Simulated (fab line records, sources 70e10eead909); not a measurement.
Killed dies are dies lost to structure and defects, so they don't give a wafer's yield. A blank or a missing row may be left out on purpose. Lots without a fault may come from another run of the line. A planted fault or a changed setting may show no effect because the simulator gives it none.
Which tool did it? | flow nand_harc | 24 lots, 72 wafers sampled, at 4 steps of a route of 1159

WHAT THE GAUGES READ, wafer by wafer
NHARC_A_BLC_CD_MEAS_19.
lot  | measured     | on        | cd_nm (nm)
L075 | day 17 12:04 | cd_sem-03 | 102.4 100.7 99.4
L076 | day 17 15:36 | cd_sem-02 | 99.2 100.4 99.4
L077 | day 17 17:07 | cd_sem-03 | 99.7 97.3 99.2
L074 | day 17 22:06 | cd_sem-01 | 100.4 101.6 98.8
L078 | day 18 01:34 | cd_sem-02 | 100.4 101.3 100.5
L079 | day 18 06:31 | cd_sem-03 | 99.5 99.6 100.9
L080 | day 18 22:24 | cd_sem-01 | 99.7 98.0 98.6
L081 | day 19 00:01 | cd_sem-02 | 100.9 102.2 101.5
L082 | day 19 11:19 | cd_sem-01 | 102.6 101.0 101.1
L083 | day 19 12:18 | cd_sem-01 | 99.4 99.4 101.4
L084 | day 19 13:29 | cd_sem-02 | 101.4 99.5 101.3
L086 | day 20 01:52 | cd_sem-01 | 97.8 98.7 97.4
L087 | day 20 02:05 | cd_sem-02 | 96.7 100.4 100.1
L085 | day 20 11:49 | cd_sem-03 | 102.3 99.5 101.5
L088 | day 20 15:06 | cd_sem-01 | 100.1 99.5 98.0
L089 | day 21 00:58 | cd_sem-01 | 101.2 99.3 99.0
L091 | day 21 10:04 | cd_sem-01 | 102.2 101.1 99.6
L090 | day 21 15:47 | cd_sem-01 | 102.1 98.5 102.8
L092 | day 22 03:16 | cd_sem-02 | 101.7 100.0 101.7
L096 | day 22 06:48 | cd_sem-01 | 98.4 100.2 100.0
L094 | day 22 12:23 | cd_sem-03 | 102.0 104.0 103.3
L095 | day 22 13:44 | cd_sem-03 | 100.2 100.3 101.7
L093 | day 22 18:46 | cd_sem-02 | 98.3 100.3 100.1
L097 | day 23 03:01 | cd_sem-03 | 99.3 102.5 100.9

NHARC_A_M1_CD_MEAS_09: target cd 120 nm.
lot  | measured     | on        | cd_nm (nm)
L075 | day 17 19:34 | cd_sem-03 | 120.2 119.4 119.9
L076 | day 17 22:20 | cd_sem-03 | 119.9 119.8 120.4
L077 | day 18 00:01 | cd_sem-02 | 120.0 120.6 119.7
L074 | day 18 05:08 | cd_sem-01 | 120.7 120.3 120.6
L078 | day 18 10:29 | cd_sem-01 | 119.8 120.1 120.0
L079 | day 18 14:42 | cd_sem-03 | 119.4 119.7 119.4
L080 | day 19 07:42 | cd_sem-03 | 120.8 121.1 121.5
L081 | day 19 08:51 | cd_sem-01 | 119.4 119.6 119.8
L082 | day 19 18:32 | cd_sem-03 | 120.2 119.3 119.9
L083 | day 19 19:29 | cd_sem-03 | 120.6 120.1 120.7
L084 | day 19 20:59 | cd_sem-01 | 119.7 119.9 120.0
L086 | day 20 13:41 | cd_sem-01 | 119.3 119.5 118.6
L087 | day 20 13:55 | cd_sem-03 | 119.8 119.4 120.4
L085 | day 20 23:10 | cd_sem-01 | 119.9 119.6 119.2
L088 | day 20 23:34 | cd_sem-01 | 120.6 119.9 119.7
L089 | day 21 17:58 | cd_sem-01 | 119.2 119.5 119.3
L091 | day 21 22:28 | cd_sem-02 | 120.0 120.6 120.6
L090 | day 22 03:01 | cd_sem-03 | 120.1 120.1 120.0
L092 | day 22 10:30 | cd_sem-02 | 121.0 119.8 120.7
L096 | day 22 13:57 | cd_sem-01 | 120.8 119.8 119.1
L094 | day 22 21:56 | cd_sem-02 | 119.6 120.0 120.3
L095 | day 22 22:18 | cd_sem-03 | 121.1 120.8 121.5
L093 | day 23 04:46 | cd_sem-01 | 120.0 120.0 119.9
L097 | day 23 10:14 | cd_sem-01 | 120.1 120.6 119.7

WHICH TOOL RAN EACH LOT (tool, then ch and the chambers of the sampled wafers, then the start)
lot  | NHARC_A_M0_PVD_20                       | NHARC_A_M0_CMP_23
L075 | pvd_sputter-03, day 17 17:18 or earlier | cmp-02 ch 1,3, day 17 17:18
L076 | pvd_sputter-03, day 17 20:38 or earlier | cmp-04 ch 1,2,3, day 17 20:38
L077 | pvd_sputter-01, day 17 22:18 or earlier | cmp-02 ch 0,2, day 17 22:18
L074 | pvd_sputter-01, day 18 03:17 or earlier | cmp-04 ch 0,1, day 18 03:17
L078 | pvd_sputter-03, day 18 08:35 or earlier | cmp-02 ch 0,1,2, day 18 08:35
L079 | pvd_sputter-02, day 18 11:47 or earlier | cmp-02 ch 0,3, day 18 11:47
L080 | pvd_sputter-03, day 19 05:58 or earlier | cmp-01 ch 0,2,3, day 19 05:58
L081 | pvd_sputter-03, day 19 06:59 or earlier | cmp-04 ch 0,1, day 19 06:59
L082 | pvd_sputter-03, day 19 16:36 or earlier | cmp-01 ch 0,1, day 19 16:36
L083 | pvd_sputter-01, day 19 17:31 or earlier | cmp-02 ch 1,2,3, day 19 17:31
L084 | pvd_sputter-02, day 19 19:08 or earlier | cmp-02 ch 0,3, day 19 19:08
L086 | pvd_sputter-02, day 20 11:32 or earlier | cmp-01 ch 0,1,2, day 20 11:32
L087 | pvd_sputter-01, day 20 12:01 or earlier | cmp-02 ch 0,1,3, day 20 12:01
L085 | pvd_sputter-03, day 20 21:14 or earlier | cmp-04 ch 1,2,3, day 20 21:14
L088 | pvd_sputter-02, day 20 21:41 or earlier | cmp-01 ch 0,1,3, day 20 21:41
L089 | pvd_sputter-03, day 21 16:14 or earlier | cmp-04 ch 0,1, day 21 16:14
L091 | pvd_sputter-01, day 21 20:14 or earlier | cmp-01 ch 0,1,3, day 21 20:14
L090 | pvd_sputter-01, day 22 01:05 or earlier | cmp-02 ch 0,1,3, day 22 01:05
L092 | pvd_sputter-02, day 22 08:41 or earlier | cmp-01 ch 1,2,3, day 22 08:41
L096 | pvd_sputter-03, day 22 12:04 or earlier | cmp-04 ch 0,1,3, day 22 12:04
L094 | pvd_sputter-03, day 22 19:58 or earlier | cmp-01 ch 0,2,3, day 22 19:58
L095 | pvd_sputter-02, day 22 20:22 or earlier | cmp-04 ch 1,2,3, day 22 20:22
L093 | pvd_sputter-02, day 23 03:04 or earlier | cmp-04 ch 2,3, day 23 03:04
L097 | pvd_sputter-02, day 23 08:23 or earlier | cmp-01 ch 0,1,3, day 23 08:23
- NHARC_A_M0_PVD_20: deposits TaN, target thk 5 nm, time 8.06 s.
- NHARC_A_M0_CMP_23: polishes, t overpolish 20 s, target thk 113.75 nm.

WHAT THE TOOLS THEMSELVES READ (means of the sampled wafers that have a number; where no wafer has one, the mark that the record gives instead)
NHARC_A_M0_PVD_20.
lot  | tool           | throttle_valve_pct (%)
L075 | pvd_sputter-03 | 30.0
L076 | pvd_sputter-03 | 30.7
L077 | pvd_sputter-01 | 30.7
L074 | pvd_sputter-01 | 30.7
L078 | pvd_sputter-03 | 30.7
L079 | pvd_sputter-02 | 31.1
L080 | pvd_sputter-03 | 31.3
L081 | pvd_sputter-03 | 31.2
L082 | pvd_sputter-03 | 30.9
L083 | pvd_sputter-01 | 30.0
L084 | pvd_sputter-02 | 30.6
L086 | pvd_sputter-02 | 30.8
L087 | pvd_sputter-01 | 30.6
L085 | pvd_sputter-03 | 30.1
L088 | pvd_sputter-02 | 29.7
L089 | pvd_sputter-03 | 29.9
L091 | pvd_sputter-01 | 30.4
L090 | pvd_sputter-01 | 30.8
L092 | pvd_sputter-02 | 30.7
L096 | pvd_sputter-03 | 29.7
L094 | pvd_sputter-03 | 30.0
L095 | pvd_sputter-02 | 30.9
L093 | pvd_sputter-02 | 30.9
L097 | pvd_sputter-02 | 30.0

NHARC_A_M0_CMP_23.
lot  | tool   | motor_current_A (A) | time_to_endpoint_s (s)
L075 | cmp-02 | 12.6                | 30.0
L076 | cmp-04 | 11.8                | 25.1
L077 | cmp-02 | 11.9                | 28.7
L074 | cmp-04 | 11.7                | 28.1
L078 | cmp-02 | 11.7                | 30.0
L079 | cmp-02 | 13.6                | 29.9
L080 | cmp-01 | 11.4                | 27.8
L081 | cmp-04 | 11.9                | 27.5
L082 | cmp-01 | 12.4                | 24.7
L083 | cmp-02 | 12.6                | 28.6
L084 | cmp-02 | 13.3                | 29.0
L086 | cmp-01 | 12.2                | 25.2
L087 | cmp-02 | 13.1                | 32.4
L085 | cmp-04 | 12.0                | 32.0
L088 | cmp-01 | 12.1                | 26.1
L089 | cmp-04 | 12.1                | 31.0
L091 | cmp-01 | 11.9                | 25.8
L090 | cmp-02 | 13.0                | 30.2
L092 | cmp-01 | 11.8                | 24.7
L096 | cmp-04 | 12.2                | 28.8
L094 | cmp-01 | 11.6                | 26.9
L095 | cmp-04 | 11.9                | 29.3
L093 | cmp-04 | 12.3                | 27.2
L097 | cmp-01 | 12.0                | 26.5

THE ANSWER, worked out from the rows above alone
Rule: what is usual is taken from the lots themselves. Put in order of their means at a reading, lots are off if they are a third of the lots or fewer, leave a main group of 4 or more, and stand apart from it by a gap of 3 or more times the standard deviation of the main group's means; of several such gaps the widest counts. A main group whose means are all the same, to the digits that the tables above print for the reading, isn't used. A lot without any number at a reading at which 4 lots or more have one is off too. The other lots that the step has rows for count as sound. The gauges are gone through in route order, then the tools' own readings, and for those a lot's mean is taken as printed above. The first step at which some lot is off is used, and at that step the reading that is off furthest; a lot without a number counts as furthest.
No lot is off at any reading shown: from this, nothing can be told.

WHAT THE SIMULATOR HAD PUT IN
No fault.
